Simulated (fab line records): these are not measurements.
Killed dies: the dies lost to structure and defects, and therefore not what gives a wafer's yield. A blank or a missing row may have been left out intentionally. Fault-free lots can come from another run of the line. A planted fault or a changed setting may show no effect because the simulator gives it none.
Which of the tools did it?	flow n5Finfet	24 lots, 72 wafers sampled, at 5 steps of a route of 1938

## WHAT THE GAUGES SHOWED, per wafer
N5_BEOL_M0_SAQP_CD_MEAS_29: the cd target is 14.4 nm. Usual: cdNm at 15.00 nm, with a standard deviation of 0.22.
lot	measured	on	cdNm (nm)	flag
L074	day 5 14:05	cdSem-03	14.87 14.95 15.11	
L075	day 5 22:23	cdSem-01	14.80 15.17 15.10	
L076	day 6 01:09	cdSem-01	15.20 15.11 15.22	
L077	day 6 10:16	cdSem-01	15.05 14.72 14.95	
L078	day 6 17:52	cdSem-02	14.73 15.29 14.78	
L079	day 6 22:01	cdSem-03	14.96 14.57 14.75	
L080	day 7 05:50	cdSem-03	14.86 15.28 15.48	
L081	day 7 10:08	cdSem-03	14.91 14.93 14.98	
L082	day 7 16:03	cdSem-01	14.95 15.12 15.35	
L083	day 7 19:05	cdSem-03	14.97 15.11 15.00	
L084	day 8 02:04	cdSem-01	15.08 15.29 15.11	
L085	day 8 15:29	cdSem-01	15.11 15.04 14.96	
L086	day 8 18:01	cdSem-03	15.09 14.52 14.82	
L087	day 8 23:39	cdSem-03	14.76 14.60 15.05	
L088	day 9 02:05	cdSem-03	15.21 15.09 15.14	
L089	day 9 10:22	cdSem-02	14.97 14.71 15.04	
L090	day 9 16:50	cdSem-02	14.86 15.24 15.07	
L091	day 10 01:07	cdSem-02	14.86 14.97 14.60	
L092	day 10 05:24	cdSem-03	14.67 15.39 15.00	
L093	day 10 09:38	cdSem-01	14.87 15.01 14.88	
L094	day 10 13:47	cdSem-02	14.75 15.22 14.63	
L095	day 10 22:14	cdSem-02	14.87 14.95 15.28	
L096	day 11 08:10	cdSem-03	14.94 15.39 14.99	
L097	day 11 11:56	cdSem-02	15.41 15.00 15.47	

## EACH LOT AND THE TOOL THAT RAN IT (in order: tool; ch and the chambers of the sampled wafers; start)
lot	N5_MOL_CONTACT_COAG_ETCH_91	N5_BEOL_M0_SAQP_HM_DEP_02	N5_BEOL_M0_SAQP_PECVD_03	N5_BEOL_M0_SAQP_RECESS_104
L074	rieDiel-05 ch 1,3, day 5 01:10	pvdSputter-02, day 5 08:58	pecvd-04 ch 1,2, day 5 09:05	vaporEtch-01 ch 0,1, day 5 12:32
L075	rieDiel-05 ch 1,2, day 5 08:19	pvdSputter-01, day 5 16:08	pecvd-03 ch 0,2, day 5 16:16	vaporEtch-02 ch 0, day 5 18:48
L076	rieDiel-03 ch 1,3, day 5 13:32	pvdSputter-03, day 5 20:35	pecvd-04 ch 0,2, day 5 20:43	vaporEtch-02 ch 0,1, day 5 23:17
L077	rieDiel-03 ch 1,3, day 5 21:50	pvdSputter-01, day 6 05:34	pecvd-04 ch 1,2, day 6 05:41	vaporEtch-01 ch 0,1, day 6 08:38
L078	rieDiel-05 ch 0,1,2, day 6 05:05	pvdSputter-03, day 6 13:20	pecvd-02 ch 0,1,2, day 6 13:27	vaporEtch-01 ch 0,1, day 6 16:22
L079	rieDiel-05 ch 0,2,3, day 6 07:39	pvdSputter-03, day 6 16:28	pecvd-02 ch 1,2, day 6 16:35	vaporEtch-02 ch 0,1, day 6 20:31
L080	rieDiel-05 ch 0,3, day 6 18:32	pvdSputter-01, day 7 01:28	pecvd-03 ch 1,2, day 7 01:35	vaporEtch-02 ch 0,1, day 7 04:19
L081	rieDiel-02 ch 0,3, day 6 23:06	pvdSputter-01, day 7 05:26	pecvd-03 ch 0,1, day 7 05:33	vaporEtch-02 ch 0,1, day 7 08:29
L082	rieDiel-02 ch 0,1,3, day 7 02:56	pvdSputter-03, day 7 11:27	pecvd-02 ch 0,2, day 7 11:34	vaporEtch-02 ch 0,1, day 7 14:29
L083	rieDiel-03 ch 1,2,3, day 7 06:04	pvdSputter-03, day 7 14:35	pecvd-02 ch 0,1,2, day 7 14:43	vaporEtch-01 ch 0,1, day 7 17:35
L084	rieDiel-02 ch 0,2, day 7 13:13	pvdSputter-03, day 7 20:46	pecvd-03 ch 1,2, day 7 20:53	vaporEtch-01 ch 1, day 8 00:12
L085	rieDiel-05 ch 0,1,3, day 8 01:59	pvdSputter-03, day 8 10:11	pecvd-04 ch 1, day 8 10:19	vaporEtch-02 ch 1, day 8 13:16
L086	rieDiel-05 ch 0,1,2, day 8 06:34	pvdSputter-03, day 8 13:53	pecvd-02 ch 0,1,2, day 8 14:01	vaporEtch-02 ch 0,1, day 8 16:31
L087	rieDiel-02 ch 1,2, day 8 09:20	pvdSputter-03, day 8 17:08	pecvd-04 ch 1,2, day 8 17:15	vaporEtch-01 ch 0,1, day 8 20:10
L088	rieDiel-05 ch 2,3, day 8 13:37	pvdSputter-01, day 8 20:47	pecvd-02 ch 0,1, day 8 20:55	vaporEtch-02 ch 0,1, day 9 00:08
L089	rieDiel-03 ch 0,2,3, day 8 23:41	pvdSputter-03, day 9 05:59	pecvd-03 ch 0,2, day 9 06:06	vaporEtch-01 ch 0,1, day 9 08:50
L090	rieDiel-03 ch 0,3, day 9 04:38	pvdSputter-02, day 9 11:59	pecvd-04 ch 0,2, day 9 12:07	vaporEtch-01 ch 0,1, day 9 15:02
L091	rieDiel-03 ch 0,1, day 9 12:29	pvdSputter-03, day 9 20:28	pecvd-02 ch 0,1, day 9 20:35	vaporEtch-02 ch 0,1, day 9 23:28
L092	rieDiel-02 ch 2,3, day 9 15:58	pvdSputter-03, day 10 00:10	pecvd-03 ch 1,2, day 10 00:17	vaporEtch-02 ch 0,1, day 10 03:35
L093	rieDiel-02 ch 0,2,3, day 9 21:41	pvdSputter-02, day 10 05:28	pecvd-04 ch 1,2, day 10 05:35	vaporEtch-01 ch 0,1, day 10 08:06
L094	rieDiel-03 ch 0,1,2, day 10 01:29	pvdSputter-03, day 10 08:57	pecvd-02 ch 0,1, day 10 09:04	vaporEtch-01 ch 0,1, day 10 12:11
L095	rieDiel-03 ch 0,1,3, day 10 09:56	pvdSputter-02, day 10 17:23	pecvd-02 ch 0,1, day 10 17:30	vaporEtch-02 ch 0,1, day 10 20:35
L096	rieDiel-05 ch 0,1,2, day 10 18:52	pvdSputter-01, day 11 02:05	pecvd-02 ch 0,1,2, day 11 02:12	vaporEtch-01 ch 0,1, day 11 04:58
L097	rieDiel-03 ch 1,2, day 10 20:29	pvdSputter-01, day 11 05:17	pecvd-02 ch 1,2, day 11 05:24	vaporEtch-01 ch 0,1, day 11 08:55
- N5_MOL_CONTACT_COAG_ETCH_91: etches SOC in N2/H2, target depth 60 nm, overetch 21 nm, time 101.2 s.
- N5_BEOL_M0_SAQP_HM_DEP_02: deposits TiN, target thk 12 nm.
- N5_BEOL_M0_SAQP_PECVD_03: deposits SiCN from 3MS/NH3, target thk 12 nm, time 21.1 s.
- N5_BEOL_M0_SAQP_RECESS_104: chemistry HF/NH3, target SiO2, target depth 18 nm, afs cycles 3, sublimation time 60 s.

## WHAT THE TOOLS THEMSELVES READ (means of the sampled wafers that have a number; where no wafer has one, the mark that the record gives instead)
N5_MOL_CONTACT_COAG_ETCH_91. Usual: drypumpMotorCurrentA 6.0 A, standard deviation 0.5; oesProductAu 0.67 a.u., standard deviation 0.067; rfVppV 525.6 V, standard deviation 2.4; showerheadPlenumPTorr 2.61 Torr, standard deviation 0.082; throttleValvePct 17.79 %, standard deviation 0.22.
lot	tool	drypumpMotorCurrentA (A)	oesProductAu (a.u.)	rfVppV (V)	showerheadPlenumPTorr (Torr)	throttleValvePct (%)	flag
L074	rieDiel-05	5.9	0.68	525.0	2.59	17.70	
L075	rieDiel-05	5.6	0.66	523.7	2.58	17.53	
L076	rieDiel-03	6.3	0.66	524.9	2.58	17.68	
L077	rieDiel-03	6.3	0.65	525.4	2.58	17.67	
L078	rieDiel-05	5.5	0.67	524.1	2.59	17.68	
L079	rieDiel-05	6.0	0.62	527.1	2.64	17.83	
L080	rieDiel-05	5.9	0.63	526.2	2.66	17.98	
L081	rieDiel-02	6.1	0.65	527.1	2.65	17.86	
L082	rieDiel-02	5.7	0.70	526.0	2.61	17.84	
L083	rieDiel-03	6.2	0.68	526.1	2.64	17.76	
L084	rieDiel-02	6.1	0.59	522.3	2.48	18.03	
L085	rieDiel-05	5.7	0.66	524.8	2.59	17.80	
L086	rieDiel-05	5.5	0.65	525.0	2.59	17.71	
L087	rieDiel-02	5.4	0.69	521.7	2.47	17.92	
L088	rieDiel-05	6.2	0.60	526.0	2.62	17.82	
L089	rieDiel-03	6.1	0.71	526.5	2.61	17.80	
L090	rieDiel-03	6.2	0.68	524.1	2.55	17.74	
L091	rieDiel-03	6.5	0.72	525.5	2.61	17.51	
L092	rieDiel-02	5.9	0.73	527.3	2.69	17.91	
L093	rieDiel-02	6.0	0.69	527.4	2.67	17.84	
L094	rieDiel-03	6.3	0.70	526.4	2.64	17.70	
L095	rieDiel-03	6.4	0.66	524.9	2.58	17.64	
L096	rieDiel-05	5.5	0.63	524.6	2.58	17.75	
L097	rieDiel-03	6.4	0.64	526.3	2.65	17.70	

N5_BEOL_M0_SAQP_HM_DEP_02. Usual: substrateTempC 24.99 C, standard deviation 0.12; susceptorTempC 24.99 C, standard deviation 0.1; throttleValvePct 30.6 %, standard deviation 1.1.
lot	tool	substrateTempC (C)	susceptorTempC (C)	throttleValvePct (%)	flag
L074	pvdSputter-02	25.13	24.95	29.1	
L075	pvdSputter-01	24.97	24.98	30.3	
L076	pvdSputter-03	24.99	25.03	31.2	
L077	pvdSputter-01	24.98	25.00	30.6	
L078	pvdSputter-03	25.02	24.99	31.1	
L079	pvdSputter-03	24.98	25.02	30.3	
L080	pvdSputter-01	24.95	24.84	30.4	
L081	pvdSputter-01	25.10	25.01	30.4	
L082	pvdSputter-03	25.04	25.09	31.2	
L083	pvdSputter-03	25.07	25.01	31.1	
L084	pvdSputter-03	25.06	25.01	31.8	
L085	pvdSputter-03	25.02	24.89	30.4	
L086	pvdSputter-03	25.11	24.94	30.5	
L087	pvdSputter-03	24.91	24.99	30.5	
L088	pvdSputter-01	24.88	25.14	30.6	
L089	pvdSputter-03	24.97	25.04	31.3	
L090	pvdSputter-02	25.00	25.04	29.5	
L091	pvdSputter-03	24.89	25.00	30.9	
L092	pvdSputter-03	24.86	24.99	31.0	
L093	pvdSputter-02	25.07	25.13	29.5	
L094	pvdSputter-03	25.08	24.93	30.5	
L095	pvdSputter-02	24.90	25.01	29.8	
L096	pvdSputter-01	24.94	24.95	30.5	
L097	pvdSputter-01	25.00	24.98	30.3	

N5_BEOL_M0_SAQP_PECVD_03. Usual: showerheadPlenumPTorr 3.661 Torr, standard deviation 0.0096; throttleValvePct 9.00 %, standard deviation 0.26.
lot	tool	showerheadPlenumPTorr (Torr)	throttleValvePct (%)	flag
L074	pecvd-04	3.645	8.97	
L075	pecvd-03	3.666	9.14	
L076	pecvd-04	3.653	8.74	
L077	pecvd-04	3.651	9.05	
L078	pecvd-02	3.665	9.05	
L079	pecvd-02	3.671	9.06	
L080	pecvd-03	3.658	8.98	
L081	pecvd-03	3.669	9.37	
L082	pecvd-02	3.663	9.18	
L083	pecvd-02	3.666	8.96	
L084	pecvd-03	3.657	9.04	
L085	pecvd-04	3.647	9.32	
L086	pecvd-02	3.663	9.12	
L087	pecvd-04	3.650	8.97	
L088	pecvd-02	3.659	8.85	
L089	pecvd-03	3.676	9.30	
L090	pecvd-04	3.654	8.65	
L091	pecvd-02	3.671	8.93	
L092	pecvd-03	3.657	9.20	
L093	pecvd-04	3.649	9.16	
L094	pecvd-02	3.664	8.95	
L095	pecvd-02	3.661	8.89	
L096	pecvd-02	3.666	8.83	
L097	pecvd-02	3.675	8.80	

N5_BEOL_M0_SAQP_RECESS_104. Usual: drypumpMotorCurrentA at 5.5 A, with a standard deviation of 0.51.
lot	tool	drypumpMotorCurrentA (A)	flag
L074	vaporEtch-01	5.2	
L075	vaporEtch-02	5.0	
L076	vaporEtch-02	5.9	
L077	vaporEtch-01	5.4	
L078	vaporEtch-01	5.2	
L079	vaporEtch-02	5.5	
L080	vaporEtch-02	5.9	
L081	vaporEtch-02	5.4	
L082	vaporEtch-02	5.4	
L083	vaporEtch-01	5.2	
L084	vaporEtch-01	5.5	
L085	vaporEtch-02	6.3	
L086	vaporEtch-02	5.9	
L087	vaporEtch-01	5.4	
L088	vaporEtch-02	5.9	
L089	vaporEtch-01	5.4	
L090	vaporEtch-01	5.4	
L091	vaporEtch-02	5.9	
L092	vaporEtch-02	5.4	
L093	vaporEtch-01	5.2	
L094	vaporEtch-01	5.2	
L095	vaporEtch-02	5.4	
L096	vaporEtch-01	5.2	
L097	vaporEtch-01	5.2	

## THE ANSWER, worked out from the rows above alone
Rule: take the mean of a lot's wafers that have a number; if it is more than 3 standard deviations from the usual mean, the lot is off. A lot without any number at a reading at which 4 lots or more have one is off too. Where the step has rows for the other lots, those lots are counted as sound. Order of review: gauges by route order, followed by the tools' own readings, for which a lot's mean as printed above is used. At the first step where some lot is off, the reading lying furthest off is the one used; lots without a number count as furthest.
No lot is off on any of the readings shown, so nothing can be concluded from this.

## WHAT THE SIMULATOR PUT IN
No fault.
